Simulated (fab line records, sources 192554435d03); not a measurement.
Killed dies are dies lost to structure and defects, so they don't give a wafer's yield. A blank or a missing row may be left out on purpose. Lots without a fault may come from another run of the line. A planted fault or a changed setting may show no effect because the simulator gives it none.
Chamber matching | flow n5_finfet | N5_FIN_SAQP_MANDREL_ETCH_58 on rie_si-02: 4 sister chambers
The step etches a-Si in HBr/Cl2, stops on SiNx, target depth 45 nm, bt time 10 s, time 27 s. 14 wafers are shown with their chamber, then 7 later ones without.

WAFERS WITH THEIR CHAMBER
wafer  | chamber | throttle_valve_pct (%) | drypump_motor_current_A (A) | oes_product_au (a.u.)
L074.3 | 0       | 35.37                  | 6.0                         | 0.704
L074.4 | 2       | 35.52                  | 5.8                         | 0.701
L074.6 | 3       | 35.48                  | 4.9                         | 0.676
L078.2 | 0       | 35.35                  | 6.0                         | 0.719
L078.5 | 2       | 35.54                  | 5.8                         | 0.696
L078.6 | 3       | 35.49                  | 4.9                         | 0.685
L085.2 | 2       | 35.56                  | 5.8                         | 0.686
L085.3 | 1       | 36.20                  | 5.5                         | 0.690
L085.4 | 2       | 35.54                  | 5.8                         | 0.700
L087.2 | 1       | 36.20                  | 5.5                         | 0.691
L087.4 | 3       | 35.47                  | 4.9                         | 0.687
L087.5 | 3       | 35.47                  | 4.9                         | 0.681
L090.1 | 1       | 36.20                  | 5.6                         | 0.694
L090.5 | 3       | 35.50                  | 4.9                         | 0.678

SIGNATURES (means of the wafers above)
reading                 | chamber 0 | chamber 1 | chamber 2 | chamber 3 | scatter within a chamber
throttle_valve_pct      | 35.3600   | 36.2000   | 35.5400   | 35.4820   | 0.013
drypump_motor_current_A | 6.000     | 5.533     | 5.800     | 4.900     | 0.0258
oes_product_au          | 0.71150   | 0.69167   | 0.69575   | 0.68140   | 0.00589
Rule: a wafer's distance from a chamber is the root of the sum, over the readings, of the square of ((its reading less the chamber's mean) divided by the reading's scatter). The wafer belongs to the nearest chamber; if the next one is less than 2 further off, it can't be placed. The scatter: the root of (the sum of the squares of (reading less its chamber's mean) over the shown wafers, divided by (wafers less chambers)).

WAFERS WITHOUT THEIR CHAMBER
wafer  | throttle_valve_pct (%) | drypump_motor_current_A (A) | oes_product_au (a.u.)
L090.6 | 35.53                  | 5.8                         | 0.702
L091.2 | 36.19                  | 5.5                         | 0.681
L091.5 | 35.33                  | 6.0                         | 0.721
L091.6 | 35.46                  | 4.9                         | 0.690
L094.2 | 35.36                  | 6.0                         | 0.709
L094.4 | 35.47                  | 4.9                         | 0.684
L094.5 | 35.52                  | 5.8                         | 0.692

WHICH CHAMBER EACH WENT THROUGH
wafer  | from the rows above | in truth
L090.6 | 2                   | 2
L091.2 | 1                   | 1
L091.5 | 0                   | 0
L091.6 | 3                   | 3
L094.2 | 0                   | 0
L094.4 | 3                   | 3
L094.5 | 2                   | 2
Placed correctly: 7 of 7. Can't be placed from these rows: 0. Placed wrongly: 0.
